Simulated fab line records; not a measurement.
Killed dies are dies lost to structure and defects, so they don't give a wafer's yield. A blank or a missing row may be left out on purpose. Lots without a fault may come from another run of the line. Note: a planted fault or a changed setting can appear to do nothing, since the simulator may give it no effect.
Lot-split experiment | flow n5-finfet | on a route of 1938 steps: 7 lots, 21 wafers read

## SPLIT DETAILS
At N5_BEOL_M1_COAT_05 (resist thk 30 nm), the setting spin-rpm was moved away from the recipe's 1500 rpm on 11 of the 21 wafers read, by -11.0% to +8.1%. The other wafers ran this setting at the recipe's value.

## FROM THE SPLIT TO THE READING: what the file shows between them, 4 steps
- N5_BEOL_M1_EXPOSE_08: exposes mask M1 (also split here: dose-mj)
- N5_BEOL_M1_PEB_09: peb time 60 s
- N5_BEOL_M1_DEVELOP_10: develop time 30 s
- N5_BEOL_M1_DESCUM_16: chemistry O2, time 7 s

## THE READING
CAR-EUV_of_BEOL_M1_COAT_05.thk-nm (the simulator's own value, which no gauge read), in nm, at N5_BEOL_M1_ETCH_74 (etches underlayer in N2/H2, target depth 6.5 nm, time 5.2 s). The file gives no usual value for it.

wafer  | tool, chamber at the split | spin-rpm as run, rpm | against the recipe | CAR-EUV_of_BEOL_M1_COAT_05.thk-nm, nm | against lot-mates on the recipe
L078.1 | litho-track-01, 0          | 1440                 | -4.0%              | 21.2                                  | +0.8
L078.4 | litho-track-01, 0          | 1440                 | -4.0%              | 21.2                                  | +0.8
L078.2 | litho-track-01, 0          | 1500                 | recipe             | 20.4                                  | -
L079.4 | litho-track-02, 0          | 1336                 | -10.9%             | 22.2                                  | no lot-mate on the recipe
L079.5 | litho-track-02, 0          | 1336                 | -10.9%             | 22.2                                  | no lot-mate on the recipe
L079.6 | litho-track-02, 0          | 1336                 | -10.9%             | 22.2                                  | no lot-mate on the recipe
L080.2 | litho-track-02, 0          | 1622                 | +8.1%              | 19.2                                  | -1.2
L080.3 | litho-track-02, 0          | 1500                 | recipe             | 20.4                                  | -
L080.5 | litho-track-02, 0          | 1500                 | recipe             | 20.4                                  | -
L081.1 | litho-track-01, 0          | 1449                 | -3.4%              | 21                                    | +0.6
L081.2 | litho-track-01, 0          | 1500                 | recipe             | 20.4                                  | -
L081.3 | litho-track-01, 0          | 1449                 | -3.4%              | 20.8                                  | +0.4
L083.2 | litho-track-02, 0          | 1500                 | recipe             | 20.4                                  | -
L083.3 | litho-track-02, 0          | 1335                 | -11.0%             | 22.2                                  | +1.8
L083.4 | litho-track-02, 0          | 1335                 | -11.0%             | 22.2                                  | +1.8
L084.1 | litho-track-02, 0          | 1500                 | recipe             | 20.4                                  | -
L084.2 | litho-track-02, 0          | 1500                 | recipe             | 20.4                                  | -
L084.4 | litho-track-02, 0          | 1500                 | recipe             | 20.4                                  | -
L095.2 | litho-track-02, 0          | 1409                 | -6.1%              | 21.2                                  | +0.8
L095.3 | litho-track-02, 0          | 1500                 | recipe             | 20.4                                  | -
L095.5 | litho-track-02, 0          | 1500                 | recipe             | 20.4                                  | -

THE FIT
A straight line over all 21 wafers: CAR-EUV_of_BEOL_M1_COAT_05.thk-nm changes by -0.161 nm for each +1% of spin-rpm; r = -1.00; the points scatter about the line by 0.079 nm.
The same after taking each lot's own level away (the mean of its wafers on the recipe; 18 wafers): -0.159 nm for each +1%; r = -0.99; scatter 0.084 nm.
Per that fit: largest spin-rpm move, reading shift of 1.7 nm.
The lots' own levels span 20.40 to 20.40 nm.
The two slopes are in agreement: the lot-to-lot level therefore moves the slope only a little.
Check: with one of the wafers moved furthest among these (-11.0%) left out of the fit, the line predicts +1.74 nm for it against its lot-mates. Against them it came out at +1.8 nm.

## THESE WAFERS: OTHER SPLITS
These wafers also went through other splits before the reading. Each is held against what the fit with the lots' levels taken away leaves over:
other split on the same wafers    | wafers away from the commonest value | r with CAR-EUV_of_BEOL_M1_COAT_05.thk-nm (lot level and that fit taken away)
N5_GATE_CUT_COAT_27 spin-rpm      | 4                                    | +0.07
N5_GATE_CUT_COAT_07 spin-rpm      | 5                                    | +0.49
N5_BEOL_M0_SAQP_ALD_48 ald-cycles | 7                                    | +0.51
N5_BEOL_M0_CUTY_EXPOSE_54 dose-mj | 10                                   | -0.07
N5_BEOL_M1_EXPOSE_08 dose-mj      | 2                                    | +0.47

## THE WHOLE CHAIN: every reading that the file lists as answering this split, in the file's order
step                  | what it does                                                | reading                                                                            | change (the file's fit)               | r (the file's)
N5_BEOL_M1_COAT_05    | resist thk 30 nm                                            | CAR-EUV_of_BEOL_M1_COAT_05.thk-nm (the simulator's own value, which no gauge read) | -0.167 nm for each +1% of the setting | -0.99
N5_BEOL_M1_DEVELOP_10 | develop time 30 s                                           | CAR-EUV_of_BEOL_M1_COAT_05.thk-nm (the simulator's own value, which no gauge read) | -0.153 nm for each +1% of the setting | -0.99
N5_BEOL_M1_ETCH_74    | etches underlayer in N2/H2, target depth 6.5 nm, time 5.2 s | CAR-EUV_of_BEOL_M1_COAT_05.thk-nm (the simulator's own value, which no gauge read) | -0.156 nm for each +1% of the setting | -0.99

## THE FILE'S OWN FIT
CAR-EUV_of_BEOL_M1_COAT_05.thk-nm changes by -0.156 nm for each +1% of spin-rpm, r = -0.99.
